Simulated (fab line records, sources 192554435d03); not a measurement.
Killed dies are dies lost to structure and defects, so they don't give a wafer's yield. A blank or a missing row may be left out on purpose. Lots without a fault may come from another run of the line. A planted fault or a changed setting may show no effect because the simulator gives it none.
fab line records | flow n5_finfet
record lots=8 wafers=24 last_day=18
route steps=1938 shown BEOL_M6@1214 PASSIVATION@1936
lots that met no fault: from a run of the same line without faults
start_h: hours from the record's first day to the start of the lot's first wafer shown | wait_h: hours since the lot's step before | " the same as in the row above | L1.1+2: a row that stands for several wafers | - no value, or no start given | * or withheld: withheld | < > ~ a bound
route shown NAME@n: a module of which the file shows steps, and the number in the route of the first | usual: mean/standard deviation of fault-free wafers | same: alike in all rows | chamber/n: place in a boat | sites: the reading at each site | _std_site: their standard deviation | _edge_site: outer sites' mean less inner sites' | radius_mm: how far each site lies from the wafer's centre | mask NAME#n: copy n | behind: the tool/chamber that last shaped the wafer | hold: why the lot was held/for how many hours/how that ended | device: the transistor (n, p or np) that didn't switch | end of line: the same wafers' tests at the end of the route | a step without rows: its recipe alone | killed: dies lost to structure and defects at the first sort, not the wafer's yield | map: a wafer's dies, x killed, . not, _ none there
set.NAME: the setting as run; set.NAME@STEP: as run at that earlier step | model.NAME: the simulator's own value behind a step, which no gauge read
steps of the route over a sample of lots; a table a step, a row a wafer
services: from which hour (start_h, from the record's first day; less than 0 if before it) a tool's chamber was out of use, for how many hours, and why
## steps
# step N5_BEOL_M6_STRIP_67
# recipe chemistry=CF4 resist=SiARC power_w=300 bias_power_w=75 pressure_mtorr=50 cf4_flow_sccm=150 rf_frequency_hz=6e+07
# usual drypump_motor_current_A=5.7/0.34 oes_product_au=0.82/0.086 rf_vpp_V=271.0/1.5 showerhead_plenum_p_Torr=1.78/0.051 throttle_valve_pct=13.43/0.21
# columns lot.wafer tool chamber start_h wait_h drypump_motor_current_A oes_product_au rf_hours_counter_h rf_vpp_V showerhead_plenum_p_Torr throttle_valve_pct
L989.2 rie_diel-01 2 178.47 0.0 5.8 0.86 55 269.4 1.75 13.13
L989.3 " 2 " " 5.7 0.86 - 270.4 1.75 13.14
L989.5 " 1 " " 5.5 0.69 - 269.5 1.77 14.07
L990.3 rie_diel-02 0 188.36 0.0 5.9 0.71 179 273.0 1.85 13.40
L990.5 " 2 " " 5.7 0.87 - 269.4 1.75 13.24
L990.6 " 3 " " 5.2 0.73 - 271.9 1.84 13.50
L991.2 rie_diel-02 1 188.96 0.0 5.8 0.89 21 270.5 1.76 13.29
L991.4 " 0 " " 5.8 0.71 179 271.7 1.85 13.41
L991.5 " 1 " " 5.8 0.90 - 270.9 1.76 13.27
L992.2 rie_diel-01 3 202.08 0.0 6.4 0.93 20 270.7 1.76 13.23
L992.4 " 2 " " 5.7 0.85 64 271.0 1.75 13.13
L992.5 " 1 " " 5.5 0.68 - 269.5 1.77 14.08
L994.3 rie_diel-01 2 209.99 0.0 5.7 0.85 66 269.9 1.75 13.17
L994.4 " 0 " " 5.2 0.95 9 268.8 1.76 13.34
L994.6 " 2 " " 5.7 0.84 - 269.2 1.75 13.16
L999.1 rie_diel-01 2 254.78 0.0 5.8 0.82 83 267.8 1.74 13.18
L999.3 " 0 " " 5.2 0.91 28 271.6 1.75 13.40
L999.4 " 2 " " 5.8 0.82 - 269.1 1.74 13.18
L103.1 rie_diel-01 0 281.68 0.0 5.2 0.89 36 272.0 1.75 13.38
L103.3 " 1 " " 5.5 0.93 7 270.4 1.77 13.59
L103.5 " 0 " " 5.2 0.89 - 270.4 1.75 13.38
L111.1 rie_diel-06 0 335.72 0.0 5.3 0.77 108 273.4 1.87 13.49
L111.5 " 0 " " 5.3 0.76 - 274.7 1.87 13.50
L111.6 " 3 " " 6.1 0.92 - 270.1 1.90 13.26
# step N5_BEOL_M6_EXPOSE_25
# recipe mask_id=V5 na=0.33 source_shape=annular sigma_inner=0.4 sigma_outer=0.8 polarization=unpolarized target_cd_nm=40 dose_mj=45
# usual exposure_dose_mJ_cm2=45.12/0.22 focus_offset_nm=0.0/0.48
# columns lot.wafer tool chamber start_h wait_h mask exposure_dose_mJ_cm2 focus_offset_nm
L989.2 euv_scanner-02 0 179.59 - V5#0 44.96 -0.7
L989.3 " 0 " " V5#0 44.99 -0.1
L989.5 " 0 " " V5#0 44.97 -0.2
L991.2 euv_scanner-01 0 190.03 - V5#0 45.41 0.1
L991.4 " 0 " " V5#0 45.46 -0.9
L991.5 " 0 " " V5#0 45.47 -0.6
L990.3 euv_scanner-01 0 190.08 - V5#0 45.36 -0.1
L990.5 " 0 " " V5#0 45.42 0.3
L990.6 " 0 " " V5#0 45.29 0.0
L992.2 euv_scanner-02 0 206.07 - V5#0 44.92 0.3
L992.4 " 0 " " V5#0 45.00 0.7
L992.5 " 0 " " V5#0 45.01 0.0
L994.3 euv_scanner-01 0 212.66 - V5#0 45.36 -0.1
L994.4 " 0 " " V5#0 45.44 -0.8
L994.6 " 0 " " V5#0 45.40 -0.7
L999.1 euv_scanner-02 0 255.34 - V5#0 46.53 0.4
L999.3 " 0 " " V5#0 46.56 -0.5
L999.4 " 0 " " V5#0 46.55 0.5
L103.1 euv_scanner-01 0 282.80 - V5#0 45.39 0.8
L103.3 " 0 " " V5#0 45.36 0.4
L103.5 " 0 " " V5#0 45.38 0.3
L111.1 euv_scanner-01 0 336.69 - V5#0 45.32 -0.7
L111.5 " 0 " " V5#0 45.44 0.3
L111.6 " 0 " " V5#0 45.45 -0.3
# step N5_BEOL_M6_CD_MEAS_28
# recipe target_cd_nm=40 landing_energy_ev=500 detector=se_inlens
# usual cd_nm=40.01/0.23
# columns lot.wafer tool chamber start_h wait_h cd_nm
L989.2 cd_sem-03 0 179.72 - 39.85
L989.3 " 0 " " 39.89
L989.5 " 0 " " 39.62
L991.2 cd_sem-03 0 190.16 - 40.01
L991.4 " 0 " " 40.07
L991.5 " 0 " " 39.60
L990.3 cd_sem-02 0 190.21 - 39.85
L990.5 " 0 " " 39.35
L990.6 " 0 " " 39.64
L992.2 cd_sem-03 0 206.20 - 40.03
L992.4 " 0 " " 39.82
L992.5 " 0 " " 39.75
L994.3 cd_sem-02 0 212.78 - 39.93
L994.4 " 0 " " 39.88
L994.6 " 0 " " 40.22
L999.1 cd_sem-03 0 255.48 - 40.78
L999.3 " 0 " " 40.75
L999.4 " 0 " " 40.68
L103.1 cd_sem-03 0 282.94 - 40.19
L103.3 " 0 " " 39.94
L103.5 " 0 " " 39.78
L111.1 cd_sem-01 0 336.82 - 40.02
L111.5 " 0 " " 39.66
L111.6 " 0 " " 40.21
# step N5_BEOL_M6_ETCH_65
# recipe chemistry=CF4 target=SiARC target_depth_a=156 mask_material=CAR-EUV time_s=26 ion_energy_ev=80 pressure_mtorr=40 source_w=545 bias_w=36 Ar_flow_sccm=100 cf4_flow_sccm=100 ends=cleared
# usual drypump_motor_current_A=5.7/0.38 etch_rf_on_time_s=25.72/0.3 oes_product_au=0.71/0.072 rf_vpp_V=183.9/1.2 showerhead_plenum_p_Torr=2.13/0.066 throttle_valve_pct=15.46/0.16
# columns lot.wafer tool chamber start_h wait_h drypump_motor_current_A etch_rf_on_time_s oes_product_au rf_hours_counter_h rf_vpp_V showerhead_plenum_p_Torr throttle_valve_pct
L989.2 rie_diel-02 3 179.89 0.0 5.2 25.46 0.63 186 185.1 2.21 15.52
L989.3 " 0 " " 5.9 25.48 0.61 177 185.9 2.21 15.39
L989.5 " 1 " " 5.9 25.45 0.79 - 184.5 2.10 15.34
L991.2 rie_diel-06 0 190.66 0.0 5.3 25.25 0.71 57 186.1 2.26 15.46
L991.4 " 0 " " 5.3 25.22 0.71 - 187.0 2.26 15.47
L991.5 " 2 " " 5.7 25.16 0.78 - 182.9 2.10 15.38
L990.3 rie_diel-01 0 190.77 0.0 5.2 25.85 0.85 2 185.1 2.10 15.38
L990.5 " 0 " " 5.2 25.91 0.85 - 184.0 2.10 15.39
L990.6 " 3 " " 6.4 26.03 0.80 - 182.4 2.10 15.34
L992.2 rie_diel-06 0 206.37 0.0 5.3 25.59 0.70 63 185.3 2.26 15.47
L992.4 " 3 " " 6.2 26.04 0.59 239 182.9 2.03 15.76
L992.5 " 2 " " 5.7 25.40 0.77 - 183.8 2.10 15.38
L994.3 rie_diel-02 1 212.95 0.0 5.8 25.96 0.75 29 183.7 2.10 15.33
L994.4 " 3 " " 5.2 25.67 0.62 - 185.1 2.21 15.53
L994.6 " 1 " " 5.8 26.17 0.75 - 183.5 2.10 15.34
L999.1 rie_diel-01 3 255.75 0.0 6.4 25.94 0.77 41 182.8 2.10 15.39
L999.3 " 2 " " 5.7 26.11 0.70 83 181.4 2.08 15.23
L999.4 " 2 " " 5.7 26.30 0.70 - 183.6 2.08 15.21
L103.1 rie_diel-01 1 283.11 0.0 5.5 25.70 0.81 7 182.7 2.11 15.65
L103.3 " 3 " " 6.4 25.76 0.76 50 182.6 2.09 15.39
L103.5 " 2 " " 5.7 25.85 0.71 - 183.1 2.08 15.23
L111.1 rie_diel-01 2 336.99 0.0 5.7 25.76 0.70 110 183.1 2.07 15.27
L111.5 " 1 " " 5.5 25.88 0.76 - 184.6 2.10 15.69
L111.6 " 2 " " 5.7 25.86 0.67 - 182.7 2.07 15.30
# step N5_BEOL_M6_VIA_ETCH_34
# recipe chemistry=C4F6/O2 target=SiCOH_lowk target_depth_a=1263 mask_material=SOC taper_deg=4 time_s=50.9 ion_energy_ev=250 pressure_mtorr=30 source_w=345 bias_w=185 Ar_flow_sccm=300 C4F6_flow_sccm=10 O2_flow_sccm=10
# usual drypump_motor_current_A=5.7/0.37 oes_product_au=0.83/0.084 rf_vpp_V=665/4.2 showerhead_plenum_p_Torr=2.83/0.089 throttle_valve_pct=20.77/0.16
# columns lot.wafer tool chamber start_h wait_h drypump_motor_current_A oes_product_au rf_hours_counter_h rf_vpp_V showerhead_plenum_p_Torr throttle_valve_pct
L989.2 rie_diel-02 3 180.02 0.0 5.2 0.74 186 666 2.96 20.81
L989.3 " 0 " " 5.9 0.71 177 673 2.94 20.65
L989.5 " 1 " " 5.8 0.90 - 662 2.79 20.66
L991.2 rie_diel-06 0 190.79 0.0 5.3 0.83 57 665 3.02 20.84
L991.4 " 0 " " 5.3 0.83 - 667 3.02 20.84
L991.5 " 2 " " 5.7 0.91 - 658 2.79 20.70
L990.3 rie_diel-01 0 190.90 0.0 5.2 1.00 2 665 2.79 20.73
L990.5 " 0 " " 5.2 0.99 - 666 2.79 20.73
L990.6 " 3 " " 6.4 0.94 - 668 2.81 20.72
L992.2 rie_diel-06 0 206.50 0.0 5.3 0.82 63 663 3.01 20.84
L992.4 " 3 " " 6.1 0.68 239 656 2.69 20.96
L992.5 " 2 " " 5.7 0.91 - 655 2.79 20.72
L994.3 rie_diel-02 1 213.08 0.0 5.8 0.89 29 662 2.79 20.66
L994.4 " 3 " " 5.2 0.72 - 666 2.95 20.81
L994.6 " 1 " " 5.8 0.89 - 663 2.79 20.66
L999.1 rie_diel-01 3 255.87 0.0 6.4 0.89 41 669 2.80 20.76
L999.3 " 2 " " 5.7 0.82 83 665 2.77 20.51
L999.4 " 2 " " 5.7 0.82 - 664 2.77 20.50
L103.1 rie_diel-01 1 283.24 0.0 5.5 0.95 7 669 2.80 21.03
L103.3 " 3 " " 6.4 0.88 50 669 2.79 20.78
L103.5 " 2 " " 5.7 0.82 - 664 2.77 20.53
L111.1 rie_diel-01 2 337.12 0.0 5.8 0.81 110 666 2.76 20.55
L111.5 " 1 " " 5.5 0.90 - 671 2.79 21.08
L111.6 " 2 " " 5.8 0.80 - 666 2.76 20.54
# step N5_PASSIVATION_PROBE_49
# usual defect_limited_yield=90.9/1.3 killed_at_M0_to_M3=35/10 killed_at_M4_up=15/5.7 killed_at_contacts=14/6.4 killed_at_front_end=40/11 killed_at_other=4/3.1 killed_dies=108/16 killed_on_rim=14/3.6 killed_open=71/11 killed_short=34/7.7 sort_bin_5_function=5.4/0.9 sort_bin_6_memory=3.4/0.61 sort_n_pass=1072/16 sort_yield_pct=90.9/1.3
# same gross_dies=1180 killed_at_back_side=0 sort_bin_4_leakage[%]=0 sort_bin_8_speed[%]=0
# columns lot.wafer tool chamber start_h wait_h defect_limited_yield[%] killed_at_M0_to_M3 killed_at_M4_up killed_at_contacts killed_at_front_end killed_at_other killed_dies killed_on_rim killed_open killed_short sort_bin_5_function[%] sort_bin_6_memory[%] sort_n_pass sort_yield_pct[%]
L103.1 prober-02 - 373.08 0.0 91.5 40 10 19 28 3 100 13 70 30 5.5 2.8 1080 91.5
L103.3 prober-02 - 373.18 0.1 92.9 22 8 10 38 6 84 15 56 21 3.3 3.1 1096 92.9
L103.5 prober-02 - 373.28 0.2 91.6 28 27 10 31 3 99 9 72 27 4.5 3.6 1081 91.6
# killed by level:class
L103.1 MOL_CONTACT_COAG:geometric_particle:open=12 BEOL_M1:geometric_particle:open=11 BEOL_M0_SAQP:geometric_particle:open=8 MOL_CONTACT_COAG:geometric_particle:short=7 FIN_SAQP:geometric_particle:open=6 STI_FIN_REVEAL:geometric_particle:open=5 BEOL_M0_SAQP:geometric_particle:short=5 BEOL_M3:geometric_particle:open=5
L103.3 MOL_CONTACT_COAG:geometric_particle:open=9 FIN_SAQP:geometric_particle:open=8 FIN_SAQP:geometric_particle:short=7 STI_FIN_REVEAL:geometric_particle:open=7 BEOL_M1:geometric_particle:open=7 HKMG_FIN:area_etch=6 BEOL_M2:geometric_particle:open=4 BEOL_M0_SAQP:geometric_particle:open=3
L103.5 BEOL_M4:geometric_particle:open=15 BEOL_M3:geometric_particle:open=11 MOL_CONTACT_COAG:geometric_particle:open=9 FIN_SAQP:geometric_particle:short=8 DUMMY_GATE:geometric_particle:open=8 BEOL_M1:geometric_particle:open=7 FIN_SAQP:geometric_particle:open=5 BEOL_M4:geometric_particle:short=4
## services
# columns tool chamber start_h hours kind
euv_scanner-01 - 159.56 5.8 pm
rie_diel-06 1 164.44 9.9 repair
euv_scanner-02 - 165.34 1.0 pm
rie_diel-01 3 177.60 5.2 repair
rie_diel-06 1 183.55 8.8 repair
euv_scanner-02 - 190.97 4.6 pm
euv_scanner-01 - 197.69 1.0 pm
rie_diel-02 0 212.15 22.1 repair
rie_diel-06 3 215.95 2.9 repair
euv_scanner-02 - 219.86 1.0 pm
euv_scanner-02 - 227.46 5.8 pm
rie_diel-01 1 240.61 - clean
rie_diel-01 1 240.61 - consumable_replace:focus_ring
rie_diel-01 1 240.61 16.8 scheduled_down
euv_scanner-01 - 244.49 0.6 repair
euv_scanner-01 - 251.63 4.6 pm
euv_scanner-02 - 276.01 1.0 pm
rie_diel-02 2 281.00 6.7 repair
euv_scanner-02 - 282.00 4.4 repair
rie_diel-01 2 307.95 1.8 repair
euv_scanner-01 - 309.99 1.0 pm
euv_scanner-01 - 313.31 12.0 pm
euv_scanner-02 - 325.49 0.1 repair
euv_scanner-02 - 332.16 1.0 pm
## key
first_sign step=N5_BEOL_M6_EXPOSE_25 reading=exposure_dose_mJ_cm2 direction=up sigmas=6.4 usual=45.12 struck=46.55
effect step=N5_BEOL_M6_CD_MEAS_28 reading=cd_nm direction=up sigmas=3.2 usual=40.01 struck=40.73
met_at N5_BEOL_M6_EXPOSE_25
struck_lots L999
not_acting_at N5_BEOL_M6_STRIP_67,N5_BEOL_M6_ETCH_65,N5_BEOL_M6_VIA_ETCH_34
onset_between 206.07 255.34
fault kind=process_parameter_drift tool=euv_scanner-02 chamber=- onset_h=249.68 steps=N5_BEOL_M6_EXPOSE_25 channel=dose_mj offset=1.6032 shape=step acts_in=these_recipes_only stated=45
